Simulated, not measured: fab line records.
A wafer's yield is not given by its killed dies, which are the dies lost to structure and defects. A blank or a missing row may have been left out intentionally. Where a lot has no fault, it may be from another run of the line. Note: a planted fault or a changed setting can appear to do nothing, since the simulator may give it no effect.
fab line records	flow nandHarc	part 1 of 2: steps 1 to 4 of 6
[record] lots = 23	wafers = 69	lastDay = 33
route steps=1302 shown A_STAIRCASE@650
lots with no fault: from the same line, run without faults
startH: hours from the record's first day to the start of the lot's first wafer shown	waitH: hours from the lot's prior step to this one	" repeats the value in the row above	L1.1+2: one row covering several wafers at once	- no value, or no start given	* or withheld: withheld	< > ~ a bound
route shown NAME@n: a module of which the file shows steps, and the number in the route of the first	usual: the fault-free wafers' mean and standard deviation	same: alike in all rows	chamber/n: place in a boat	sites: readings site by site	_std_site: standard deviation across them	_edge_site: outer sites' mean less inner sites'	radiusMm: for every site, how far away it sits from the centre of the wafer	mask NAME#n: copy n	behind: the most recent tool/chamber to have shaped the wafer	hold: cause of the lot's hold/its duration in hours/its outcome	device: whichever transistor did not switch (one of n, p or np)	end of line: tests of these same wafers at the route's end	a step with no rows: only its recipe	killed: dies lost to structure and defects at the first sort, not the wafer's yield	map: dies across one wafer; x = killed, . = not, _ = none there
set.NAME: the setting as run; set.NAME@STEP: as run at that earlier step	model.NAME: the simulator's own value behind a step, which no gauge read
one table for each step of the route and one row for each wafer, over a sample of lots
services: when a tool's chamber went out of use (startH, in hours from the record's first day, below 0 if earlier), for how many hours, and the reason
[[steps]]
[step NHARC_A_STAIRCASE_DESCUM_168]
[recipe] timeS = 3	o2FlowSccm = 200	arFlowSccm = 0	biasPowerW = 0	chemistry = O2
[usual] drypumpMotorCurrentA = 5.6/0.33	oesProductAu = 0.999/0.0072	rfVppV = 57.7/0.86	showerheadPlenumPTorr = 1.93/0.073	throttleValvePct = 11.311/0.0089
lot.wafer	tool	chamber	startH	waitH	drypumpMotorCurrentA	oesProductAu	rfHoursCounterH	rfVppV	showerheadPlenumPTorr	throttleValvePct
L074.3	rieDiel-07	1	345.51	-	5.5	0.996	12	56.8	1.89	11.304
L074.4	"	2	"	"	5.6	0.996	11	58.7	1.91	11.311
L074.6	"	0	"	"	5.8	0.996	-	58.4	2.00	11.301
L076.4	rieDiel-07	3	361.54	-	6.0	0.997	21	56.6	1.96	11.320
L076.5	"	3	"	"	6.0	0.998	-	59.1	1.96	11.314
L076.6	"	0	"	"	5.8	0.995	-	58.5	2.00	11.317
L075.4	rieDiel-08	3	361.70	-	5.7	1.005	62	58.5	1.87	11.308
L075.3	"	2	"	"	5.4	1.005	61	57.8	1.84	11.305
L075.5	"	3	"	"	5.7	1.013	-	56.7	1.87	11.297
L077.2	rieDiel-08	3	377.89	-	5.7	0.994	0	58.0	1.87	11.307
L077.4	"	0	"	"	5.3	1.005	0	58.2	2.04	11.322
L077.1	"	2	"	"	5.5	1.004	0	57.4	1.83	11.305
L078.4	rieDiel-04	0	392.89	-	5.8	0.985	12	56.9	1.91	11.310
L078.2	"	3	"	"	5.3	1.003	11	58.4	1.97	11.321
L078.6	"	1	"	"	4.8	1.002	-	58.3	1.82	11.301
L079.1	rieDiel-08	2	405.03	-	5.4	1.009	10	57.0	1.83	11.303
L079.3	"	3	"	"	5.7	0.996	10	58.1	1.87	11.308
L079.5	"	3	"	"	5.7	0.996	-	57.1	1.87	11.303
L080.1	rieDiel-04	3	405.29	-	5.3	1.004	12	58.1	1.97	11.318
L080.4	"	0	"	"	5.8	0.994	14	58.4	1.91	11.333
L080.5	"	3	"	"	5.3	0.989	-	58.6	1.97	11.315
L082.4	rieDiel-07	3	437.70	-	6.0	1.005	52	57.7	1.95	11.314
L082.1	"	1	"	"	5.5	0.998	40	56.1	1.88	11.308
L082.6	"	3	"	"	6.0	1.004	-	58.4	1.95	11.304
L084.1	rieDiel-04	0	448.88	-	5.8	0.991	24	57.2	1.91	11.322
L084.5	"	2	"	"	5.8	0.991	-	59.3	2.04	11.298
L084.6	"	3	"	"	5.3	0.999	-	57.5	1.97	11.303
L083.1	rieDiel-04	2	449.04	-	5.8	0.996	22	59.1	2.04	11.308
L083.4	"	3	"	"	5.3	1.003	23	58.3	1.97	11.312
L083.6	"	0	"	"	5.8	0.992	-	58.1	1.91	11.311
L085.1	rieDiel-07	0	461.66	-	5.8	1.004	56	57.2	1.99	11.332
L085.3	"	2	"	"	5.6	1.000	52	56.2	1.90	11.296
L085.5	"	2	"	"	5.6	0.997	-	57.0	1.90	11.311
L086.4	rieDiel-04	3	461.82	-	5.3	1.010	28	57.5	1.97	11.313
L086.3	"	2	"	"	5.8	0.996	26	58.6	2.04	11.327
L086.6	"	3	"	"	5.3	0.993	-	57.9	1.97	11.308
L087.4	rieDiel-08	1	481.51	-	6.0	0.998	34	58.9	2.07	11.316
L087.2	"	3	"	"	5.7	0.988	37	57.2	1.86	11.296
L087.6	"	1	"	"	6.0	0.994	-	58.0	2.06	11.300
L089.3	rieDiel-07	1	487.86	-	5.5	0.986	3	57.1	1.87	11.297
L089.2	"	3	"	"	6.0	1.001	2	57.8	1.94	11.304
L089.5	"	1	"	"	5.5	0.994	-	58.4	1.87	11.311
L088.2	rieDiel-07	2	491.61	-	5.6	1.004	3	58.4	1.89	11.312
L088.6	"	3	"	"	6.0	0.997	-	57.3	1.94	11.326
L088.5	"	0	"	"	5.7	1.011	-	57.4	1.98	11.306
L091.2	rieDiel-07	1	513.59	-	5.5	0.994	11	57.4	1.87	11.309
L091.3	"	2	"	"	5.6	1.002	10	57.1	1.89	11.313
L091.5	"	3	"	"	6.0	1.004	-	58.8	1.94	11.322
L090.1	rieDiel-07	0	519.37	-	5.8	1.000	13	57.1	1.98	11.312
L090.2	"	1	"	"	5.5	0.997	15	57.4	1.87	11.316
L090.6	"	3	"	"	6.0	1.004	-	56.7	1.94	11.326
L093.4	rieDiel-07	3	534.65	-	6.0	1.010	17	56.4	1.94	11.312
L093.6	"	0	"	"	5.8	1.000	-	57.2	1.98	11.316
L093.5	"	1	"	"	5.5	0.987	-	57.2	1.87	11.310
L092.4	rieDiel-07	1	534.81	-	5.5	1.000	19	58.5	1.87	11.314
L092.6	"	1	"	"	5.5	0.994	-	58.9	1.87	11.315
L092.5	"	2	"	"	5.6	1.000	-	56.6	1.89	11.307
L094.3	rieDiel-07	1	538.23	-	5.5	0.985	22	59.0	1.87	11.303
L094.1	"	2	"	"	5.6	1.012	19	58.3	1.89	11.316
L094.4	"	0	"	"	5.8	0.998	21	59.1	1.98	11.305
L096.2	rieDiel-04	3	557.76	-	5.3	0.995	2	58.0	1.96	11.303
L096.5	"	3	"	"	5.3	1.002	-	57.1	1.96	11.300
L096.6	"	0	"	"	5.8	0.994	-	57.0	1.90	11.317
L095.1	rieDiel-04	0	557.94	-	5.8	0.998	6	57.6	1.90	11.328
L095.2	"	1	"	"	4.8	0.997	4	56.7	1.81	11.310
L095.6	"	0	"	"	5.8	0.989	-	57.8	1.90	11.322
L097.1	rieDiel-08	2	581.76	-	5.4	1.009	8	58.6	1.81	11.305
L097.2	"	3	"	"	5.7	0.999	8	58.2	1.85	11.314
L097.5	"	1	"	"	6.0	1.000	-	58.1	2.05	11.300
[step NHARC_A_STAIRCASE_DESCUM_11]
[recipe] timeS = 3	o2FlowSccm = 200	arFlowSccm = 0	biasPowerW = 0	chemistry = O2
[usual] drypumpMotorCurrentA = 5.6/0.33	oesProductAu = 1.000/0.0078	rfVppV = 57.8/0.85	showerheadPlenumPTorr = 1.93/0.078	throttleValvePct = 11.311/0.0093
lot.wafer	tool	chamber	startH	waitH	drypumpMotorCurrentA	oesProductAu	rfHoursCounterH	rfVppV	showerheadPlenumPTorr	throttleValvePct
L074.3	rieDiel-08	2	347.68	-	5.4	1.000	57	56.2	1.84	11.310
L074.4	"	3	"	"	5.7	0.997	57	56.9	1.87	11.313
L074.6	"	2	"	"	5.4	1.006	-	57.3	1.84	11.317
L076.4	rieDiel-07	3	363.41	-	6.0	1.005	21	57.7	1.96	11.298
L076.6	"	0	"	"	5.8	0.997	-	57.7	2.00	11.293
L076.5	"	1	"	"	5.5	0.989	-	57.6	1.88	11.328
L075.3	rieDiel-08	3	363.67	-	5.7	1.011	62	57.8	1.87	11.315
L075.4	"	1	"	"	6.0	0.994	56	57.6	1.77	11.311
L075.5	"	2	"	"	5.5	1.006	-	58.2	1.84	11.309
L077.1	rieDiel-04	1	380.24	-	4.8	1.011	6	57.2	1.82	11.298
L077.4	"	2	"	"	5.8	0.997	6	57.5	2.04	11.305
L077.2	"	0	"	"	5.8	0.998	8	58.4	1.92	11.322
L078.4	rieDiel-08	3	394.85	-	5.7	0.991	7	56.5	1.87	11.296
L078.2	"	2	"	"	5.5	1.002	6	57.1	1.83	11.307
L078.6	"	0	"	"	5.3	0.994	-	58.0	2.03	11.326
L079.3	rieDiel-07	1	406.87	-	5.5	1.001	30	58.3	1.88	11.301
L079.1	"	3	"	"	6.0	0.997	40	57.6	1.95	11.308
L079.5	"	1	"	"	5.5	0.991	-	57.7	1.88	11.312
L080.4	rieDiel-07	0	407.14	-	5.8	0.997	34	57.6	1.99	11.290
L080.1	"	2	"	"	5.6	0.986	35	56.5	1.90	11.306
L080.5	"	0	"	"	5.8	0.998	-	58.4	1.99	11.303
L082.1	rieDiel-04	2	439.57	-	5.8	0.993	20	58.0	2.04	11.313
L082.4	"	3	"	"	5.3	1.003	21	57.8	1.97	11.313
L082.6	"	0	"	"	5.8	0.991	-	57.7	1.91	11.321
L084.1	rieDiel-08	2	450.70	-	5.4	1.019	21	57.3	1.83	11.315
L084.6	"	2	"	"	5.4	1.007	-	57.5	1.83	11.317
L084.5	"	3	"	"	5.7	1.009	-	57.4	1.86	11.316
L083.1	rieDiel-04	0	450.89	-	5.8	0.990	25	57.4	1.91	11.308
L083.4	"	1	"	"	4.8	1.002	23	57.4	1.82	11.332
L083.6	"	2	"	"	5.8	0.998	-	56.6	2.04	11.319
L085.1	rieDiel-04	1	463.70	-	4.8	1.000	28	57.2	1.82	11.336
L085.3	"	2	"	"	5.8	0.998	27	58.7	2.04	11.303
L085.5	"	1	"	"	4.8	0.999	-	57.7	1.82	11.315
L086.4	rieDiel-08	2	463.89	-	5.4	1.015	26	56.5	1.83	11.299
L086.3	"	1	"	"	6.0	0.999	27	58.1	2.07	11.306
L086.6	"	2	"	"	5.4	1.012	-	58.8	1.83	11.314
L087.2	rieDiel-08	3	483.24	-	5.7	1.010	37	58.1	1.86	11.309
L087.4	"	0	"	"	5.3	1.011	34	56.9	2.02	11.316
L087.6	"	3	"	"	5.7	1.002	-	58.1	1.86	11.318
L089.2	rieDiel-04	2	489.69	-	5.8	1.005	38	57.7	2.03	11.303
L089.3	"	1	"	"	4.8	1.007	38	57.7	1.81	11.307
L089.5	"	2	"	"	5.8	0.995	-	58.6	2.03	11.286
L088.2	rieDiel-07	0	493.44	-	5.8	0.988	4	58.1	1.98	11.324
L088.5	"	2	"	"	5.6	0.993	-	58.3	1.89	11.303
L088.6	"	3	"	"	6.0	1.002	-	58.6	1.94	11.312
L091.2	rieDiel-08	0	515.40	-	5.3	1.003	43	58.7	2.02	11.306
L091.3	"	2	"	"	5.4	1.010	44	57.3	1.82	11.316
L091.5	"	1	"	"	6.0	0.989	-	59.8	2.06	11.324
L090.2	rieDiel-04	3	526.32	-	5.3	1.009	49	56.3	1.96	11.294
L090.1	"	1	"	"	4.8	1.009	49	57.6	1.81	11.304
L090.6	"	3	"	"	5.3	1.004	-	58.5	1.96	11.316
L093.4	rieDiel-07	3	536.51	-	6.0	1.002	17	56.4	1.94	11.310
L093.6	"	1	"	"	5.5	0.999	-	57.3	1.87	11.299
L093.5	"	2	"	"	5.6	0.997	-	58.0	1.89	11.310
L092.4	rieDiel-07	0	536.82	-	5.8	0.996	20	57.8	1.98	11.310
L092.6	"	1	"	"	5.5	0.992	-	56.9	1.87	11.300
L092.5	"	2	"	"	5.6	1.009	-	57.9	1.89	11.308
L094.3	rieDiel-07	0	540.19	-	5.8	1.005	22	58.0	1.98	11.312
L094.1	"	1	"	"	5.5	1.000	23	58.4	1.87	11.316
L094.4	"	2	"	"	5.6	1.008	20	55.9	1.89	11.316
L096.2	rieDiel-04	0	561.99	-	5.8	0.998	10	59.6	1.90	11.293
L096.6	"	2	"	"	5.8	1.006	-	58.0	2.03	11.319
L096.5	"	3	"	"	5.3	1.005	-	59.0	1.96	11.315
L095.2	rieDiel-04	0	562.09	-	5.8	1.004	10	56.8	1.90	11.305
L095.1	"	1	"	"	4.8	1.008	8	57.1	1.81	11.305
L095.6	"	2	"	"	5.8	1.002	-	58.6	2.03	11.297
L097.1	rieDiel-04	0	583.47	-	5.8	0.994	15	58.3	1.90	11.302
L097.2	"	2	"	"	5.8	0.993	13	57.6	2.02	11.297
L097.5	"	0	"	"	5.8	0.995	-	58.6	1.90	11.311
[step NHARC_A_STAIRCASE_TRIM_22]
[recipe] timeS = 211.2	o2FlowSccm = 500	arFlowSccm = 0	biasW = 0	chemistry = O2
[usual] drypumpMotorCurrentA = 5.6/0.32	oesProductAu = 1.000/0.0084	rfVppV = 57.8/0.95	showerheadPlenumPTorr = 3.55/0.14	throttleValvePct = 17.037/0.0082
lot.wafer	tool	chamber	startH	waitH	drypumpMotorCurrentA	oesProductAu	rfHoursCounterH	rfVppV	showerheadPlenumPTorr	throttleValvePct
L074.4	rieDiel-07	1	-	-	5.5	0.991	14	56.7	3.48	17.035
L074.3	"	2	"	"	5.6	0.994	15	58.7	3.52	17.030
L074.6	"	3	"	"	6.0	1.002	-	58.6	3.61	17.033
L076.4	rieDiel-07	1	-	-	5.5	1.002	17	57.9	3.48	17.044
L076.5	"	3	"	"	6.0	1.013	-	57.2	3.60	17.040
L076.6	"	0	"	"	5.8	1.006	-	58.5	3.68	17.028
L075.3	rieDiel-08	2	-	-	5.4	1.002	62	58.6	3.39	17.037
L075.4	"	1	"	"	6.0	0.995	57	58.2	3.29	17.044
L075.5	"	2	"	"	5.4	1.006	-	56.2	3.39	17.039
L077.4	rieDiel-07	3	-	-	6.0	0.999	32	58.0	3.60	17.031
L077.2	"	0	"	"	5.8	0.998	32	57.6	3.67	17.050
L077.1	"	2	"	"	5.6	1.000	26	59.4	3.51	17.022
L078.2	rieDiel-08	0	-	-	5.3	1.003	9	59.0	3.73	17.031
L078.4	"	2	"	"	5.5	1.007	6	56.7	3.39	17.024
L078.6	"	3	"	"	5.7	0.994	-	57.3	3.45	17.037
L079.3	rieDiel-04	2	-	-	5.8	0.995	10	59.3	3.75	17.015
L079.1	"	3	"	"	5.3	1.011	13	59.2	3.63	17.034
L079.5	"	2	"	"	5.8	1.006	-	57.9	3.75	17.025
L080.1	rieDiel-08	3	-	-	5.7	0.996	11	57.4	3.45	17.044
L080.4	"	0	"	"	5.3	0.998	13	58.8	3.73	17.038
L080.5	"	2	"	"	5.4	1.005	-	57.3	3.39	17.043
L082.1	rieDiel-04	3	-	-	5.2	0.997	23	58.5	3.62	17.038
L082.4	"	0	"	"	5.8	0.977	23	58.2	3.52	17.034
L082.6	"	0	"	"	5.8	0.985	-	56.3	3.52	17.042
L084.1	rieDiel-08	3	-	-	5.7	0.998	24	56.9	3.44	17.048
L084.6	"	2	"	"	5.5	1.012	-	56.2	3.38	17.027
L084.5	"	3	"	"	5.7	1.000	-	57.5	3.44	17.040
L083.1	rieDiel-04	1	-	-	4.8	1.005	24	58.5	3.37	17.032
L083.4	"	3	"	"	5.3	1.009	25	58.4	3.62	17.049
L083.6	"	1	"	"	4.8	1.023	-	57.1	3.37	17.035
L086.3	rieDiel-08	1	-	-	6.0	0.979	27	58.4	3.79	17.021
L086.4	"	2	"	"	5.4	1.020	27	58.9	3.38	17.025
L086.6	"	0	"	"	5.3	1.013	-	59.4	3.72	17.033
L085.3	rieDiel-04	1	-	-	4.8	1.016	29	56.9	3.36	17.049
L085.1	"	0	"	"	5.8	0.995	30	59.1	3.52	17.037
L085.5	"	1	"	"	4.8	1.000	-	58.0	3.36	17.042
L087.2	rieDiel-08	2	-	-	5.5	1.008	36	57.8	3.37	17.032
L087.4	"	0	"	"	5.3	1.002	35	58.7	3.72	17.047
L087.6	"	2	"	"	5.5	1.007	-	58.3	3.37	17.031
L089.2	rieDiel-04	1	-	-	4.8	1.011	38	55.7	3.36	17.035
L089.3	"	3	"	"	5.3	1.009	39	58.1	3.62	17.050
L089.5	"	2	"	"	5.8	0.994	-	59.4	3.73	17.045
L088.2	rieDiel-07	3	-	-	6.0	1.002	6	57.8	3.58	17.045
L088.5	"	1	"	"	5.5	0.996	-	57.4	3.45	17.036
L088.6	"	2	"	"	5.7	0.991	-	57.0	3.49	17.036
L091.3	rieDiel-08	2	-	-	5.4	1.003	45	57.1	3.37	17.028
L091.2	"	3	"	"	5.7	0.990	47	56.5	3.43	17.032
L091.5	"	0	"	"	5.3	1.005	-	59.3	3.71	17.035
L090.1	rieDiel-08	0	-	-	5.3	1.009	49	56.9	3.71	17.038
L090.2	"	1	"	"	6.0	0.997	47	59.4	3.78	17.044
L090.6	"	3	"	"	5.7	0.994	-	57.3	3.43	17.041
L093.4	rieDiel-07	3	-	-	6.0	0.992	19	58.0	3.57	17.038
L093.6	"	0	"	"	5.8	0.998	-	59.9	3.64	17.032
L093.5	"	1	"	"	5.5	0.993	-	58.2	3.45	17.043
L092.4	rieDiel-07	0	-	-	5.8	0.998	22	57.9	3.64	17.040
L092.6	"	2	"	"	5.6	0.986	-	58.7	3.48	17.036
L092.5	"	3	"	"	6.0	1.008	-	58.2	3.57	17.028
L094.1	rieDiel-07	0	-	-	5.8	0.996	23	57.5	3.64	17.026
L094.3	"	2	"	"	5.6	0.989	21	57.7	3.48	17.046
L094.4	"	3	"	"	6.0	1.003	20	59.0	3.57	17.024
L096.2	rieDiel-08	0	-	-	5.3	1.014	6	58.1	3.70	17.039
L096.5	"	1	"	"	6.0	1.002	-	58.3	3.77	17.033
L096.6	"	2	"	"	5.5	1.000	-	57.2	3.36	17.043
L095.2	rieDiel-07	2	-	-	5.6	1.001	28	56.9	3.48	17.026
L095.1	"	0	"	"	5.8	0.999	34	58.6	3.63	17.037
L095.6	"	1	"	"	5.5	0.991	-	57.2	3.44	17.049
L097.2	rieDiel-04	2	-	-	5.8	1.003	14	59.9	3.72	17.040
L097.1	"	3	"	"	5.3	1.008	11	58.1	3.60	17.045
L097.5	"	0	"	"	5.8	1.001	-	55.7	3.50	17.026
[step NHARC_A_STAIRCASE_ETCH_203]
[recipe] targetDepthA = 1000	timeS = 40.5	ionEnergyEv = 400	c4f8FlowSccm = 20	o2FlowSccm = 10	arFlowSccm = withheld	rfW = 600	biasW = 1000	chemistry = C4F8/O2
[usual] oesProductAu = 0.944/0.0098	rfVppV = 897/5.1
lot.wafer	tool	chamber	startH	waitH	oesProductAu	rfHoursCounterH	rfVppV
L074.4	rieDiel-04	0	-	-	0.943	51	897
L074.3	"	3	"	"	0.931	49	900
L074.6	"	0	"	"	0.946	-	896
L076.4	rieDiel-04	0	-	-	0.947	2	897
L076.5	"	1	"	"	0.960	-	891
L076.6	"	2	"	"	0.935	-	904
L075.3	rieDiel-04	0	-	-	0.939	2	896
L075.4	"	1	"	"	0.953	3	890
L075.5	"	0	"	"	0.939	-	897
L077.4	rieDiel-04	1	-	-	0.942	9	890
L077.2	"	2	"	"	0.946	7	905
L077.1	"	3	"	"	0.946	9	899
L078.2	rieDiel-07	3	-	-	0.951	40	899
L078.6	"	2	"	"	0.943	-	895
L078.4	"	3	"	"	0.950	-	899
L079.1	rieDiel-04	2	-	-	0.952	11	903
L079.3	"	3	"	"	0.959	14	901
L079.5	"	3	"	"	0.952	-	900
L080.4	rieDiel-08	1	-	-	0.944	14	906
L080.1	"	3	"	"	0.934	13	893
L080.5	"	1	"	"	0.938	-	907
L082.4	rieDiel-07	2	-	-	0.945	47	895
L082.1	"	0	"	"	0.942	49	902
L082.6	"	3	"	"	0.934	-	900
L084.1	rieDiel-04	3	-	-	0.940	26	900
L084.6	"	1	"	"	0.954	-	890
L084.5	"	2	"	"	0.936	-	903
L083.1	rieDiel-08	2	-	-	0.946	24	891
L083.4	"	3	"	"	0.950	27	892
L083.6	"	1	"	"	0.935	-	905
L086.3	rieDiel-07	0	-	-	0.939	61	901
L086.4	"	0	"	"	0.946	-	901
L086.6	"	1	"	"	0.935	-	895
L085.1	rieDiel-08	3	-	-	0.933	31	893
L085.3	"	0	"	"	0.950	31	903
L085.5	"	2	"	"	0.950	-	891
L087.2	rieDiel-08	3	-	-	0.949	38	893
L087.4	"	1	"	"	0.947	36	905
L087.6	"	0	"	"	0.963	-	903
L089.2	rieDiel-08	2	-	-	0.938	39	889
L089.3	"	1	"	"	0.939	38	907
L089.5	"	3	"	"	0.934	-	891
L088.2	rieDiel-08	2	-	-	0.966	41	891
L088.5	"	3	"	"	0.947	-	893
L088.6	"	0	"	"	0.962	-	903
L091.3	rieDiel-07	1	-	-	0.929	18	893
L091.2	"	2	"	"	0.941	15	895
L091.5	"	1	"	"	0.933	-	892
L090.2	rieDiel-07	2	-	-	0.931	16	893
L090.1	"	3	"	"	0.956	16	899
L090.6	"	2	"	"	0.939	-	896
L092.4	rieDiel-07	0	-	-	0.948	24	899
L092.5	"	3	"	"	0.941	-	896
L092.6	"	0	"	"	0.945	-	901
L093.4	rieDiel-07	0	-	-	0.958	25	900
L093.5	"	1	"	"	0.934	-	894
L093.6	"	2	"	"	0.948	-	894
L094.3	rieDiel-04	1	-	-	0.946	1	889
L094.1	"	2	"	"	0.934	3	904
L094.4	"	2	"	"	0.929	-	904
L096.2	rieDiel-08	3	-	-	0.953	5	892
L096.6	"	0	"	"	0.942	-	902
L096.5	"	1	"	"	0.932	-	905
L095.1	rieDiel-04	0	-	-	0.940	14	895
L095.2	"	1	"	"	0.938	11	888
L095.6	"	3	"	"	0.942	-	900
L097.1	rieDiel-08	3	-	-	0.941	10	892
L097.2	"	1	"	"	0.942	12	905
L097.5	"	2	"	"	0.942	-	891
